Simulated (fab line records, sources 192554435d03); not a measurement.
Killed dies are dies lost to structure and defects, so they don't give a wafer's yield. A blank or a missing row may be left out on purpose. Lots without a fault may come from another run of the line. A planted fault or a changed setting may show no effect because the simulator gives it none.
A struck lot beside a sound one | flow n5_finfet | 15 steps out of a route of 1938
Sound: wafers L823.1, L823.4, L823.6. Struck: wafers L820.3, L820.5, L820.6. The cause comes at the end.
At each step with rows: each side's tool, then ch and its chambers, then its first start. Under that, the readings that differ: sound wafers | struck wafers | difference of the means | sigmas: that difference in standard deviations of wafers without a fault.
alike: readings whose means differ by less than 2 such deviations, and words and numbers that are the same on both sides. not compared: withheld readings, readings that some wafer has no value for, bounds like >300 that may hide the same value, and numbers for which the record gives no deviation and whose values overlap.
The two part at a step that has a row with sigmas, a row that says differs or no value, or rows on one side only. Numbers that don't overlap but have no deviation are shown without sigmas and don't part them. A reading that every wafer of one side lacks parts them only if that side has two wafers or more.

N5_SD_EPI_N_CD_MEAS_09: target cd 120 nm.
  sound on cd_sem-03 ch 0, day 7 07:46; struck on cd_sem-03 ch 0, day 6 16:10
  alike: cd_nm
N5_SD_EPI_N_OVL_MEAS_10:
  sound on overlay-01 ch 0, day 7 07:47; struck on overlay-02 ch 0, day 6 16:12
  alike: SD_N_BLK_OVL
N5_SD_EPI_N_INSPECT_11: inspects for defects (macro).
  sound on defect_inspect-02, day 7 07:49; struck on defect_inspect-01, day 6 16:13
  alike: raw_defect_count
N5_SD_EPI_N_DESCUM_14: chemistry O2, time 7.9 s.
  sound on rie_diel-03 ch 1,2,3, day 7 07:51; struck on rie_diel-03 ch 0,2, day 6 16:27
  alike: drypump_motor_current_A, oes_product_au, rf_vpp_V, showerhead_plenum_p_Torr, throttle_valve_pct
  not compared: rf_hours_counter_h
N5_SD_EPI_N_ETCH_34: etches SiARC in CF4, target depth 45.5 nm, time 75.8 s.
  sound on rie_diel-03 ch 1,2,3, day 7 07:53; struck on rie_diel-03 ch 0,2, day 6 16:29
  alike: cf4_flow_sccm, drypump_motor_current_A, etch_rf_on_time_s, oes_product_au, rf_vpp_V, showerhead_plenum_p_Torr, throttle_valve_pct
  not compared: rf_hours_counter_h
then, 2 steps without rows for these wafers: N5_SD_EPI_N_ETCH_35 (etches SOC in N2/H2, overetch 108 nm, time 486 s); N5_SD_EPI_N_STRIP_36 (strips in N2/H2).
N5_SD_EPI_N_ETCHBACK_44: etches SiNx in CH3F/O2, stops on SiO2, target depth 14.5 nm.
  sound on rie_diel-03 ch 1,2,3, day 7 08:16; struck on rie_diel-03 ch 0,2, day 6 16:52
  alike: drypump_motor_current_A, oes_product_au, rf_vpp_V, showerhead_plenum_p_Torr, throttle_valve_pct
  not compared: rf_hours_counter_h
N5_SD_EPI_N_ETCH_45: etches SiOCN in CH3F/O2, target depth 6 nm.
  sound on rie_diel-03 ch 1,2,3, day 7 08:22; struck on rie_diel-03 ch 0,2, day 6 16:58
  alike: drypump_motor_current_A, oes_product_au, rf_vpp_V, showerhead_plenum_p_Torr, throttle_valve_pct
  not compared: rf_hours_counter_h
N5_SD_EPI_N_ETCH_16: etches SiO2 in CHF3/O2, target depth 5 nm.
  sound on rie_diel-03 ch 1,2,3, day 7 08:28; struck on rie_diel-03 ch 0,2, day 6 17:04
  alike: drypump_motor_current_A, oes_product_au, rf_vpp_V, showerhead_plenum_p_Torr, throttle_valve_pct
  not compared: rf_hours_counter_h
then, 2 steps without rows for these wafers: N5_SD_EPI_N_STRIP_47 (strips in CHF3/O2); N5_SD_EPI_N_SD_RECESS_17 (chemistry HBr/Cl2/O2, target depth 41 nm, time 23.7 s, bt time 3 s).
N5_SD_EPI_N_STRIP_38: strips in N2/H2.
  sound on plasma_asher-01 ch 0,1, day 7 08:38; struck on plasma_asher-01 ch 0,1, day 6 17:15
  no value came back on the struck wafers for drypump_motor_current_A (A), h2_flow_sccm (sccm), heater_power_w (W), oes_product_au (a.u.); on the sound wafers drypump_motor_current_A (A) reads 5.52 5.51 5.75
  not compared: rf_hours_counter_h
then, 1 step without rows for these wafers: N5_SD_EPI_N_WET_ETCH_43 (etches SiO2 in dHF, time 14 s, target depth 1.5 nm).
-- the record jumps here: 5 days lie between the struck wafers' starts before and after (it left off in module SD_EPI_N and takes up again in module BEOL_M4, whose first step shown is number 1111 of the route) --
N5_BEOL_M4_RC_MEAS_101:
  sound on prober-02 ch 0, day 12 17:56; struck on prober-02 ch 0, day 11 22:11
  reading       | sound          | struck         | difference | sigmas
  DIBL_P (mV/V) | 31.7 32.2 33.0 | 37.2 38.0 36.4 | +4.9       | +2
  alike: DIBL_N, IOFF_N, IOFF_P, ION_N, ION_P, SS_N, SS_P, VT_N, VT_P

WHERE THEY PART
First at N5_SD_EPI_N_STRIP_38; last, within this record, at N5_BEOL_M4_RC_MEAS_101.

WHY: what the simulator had put in
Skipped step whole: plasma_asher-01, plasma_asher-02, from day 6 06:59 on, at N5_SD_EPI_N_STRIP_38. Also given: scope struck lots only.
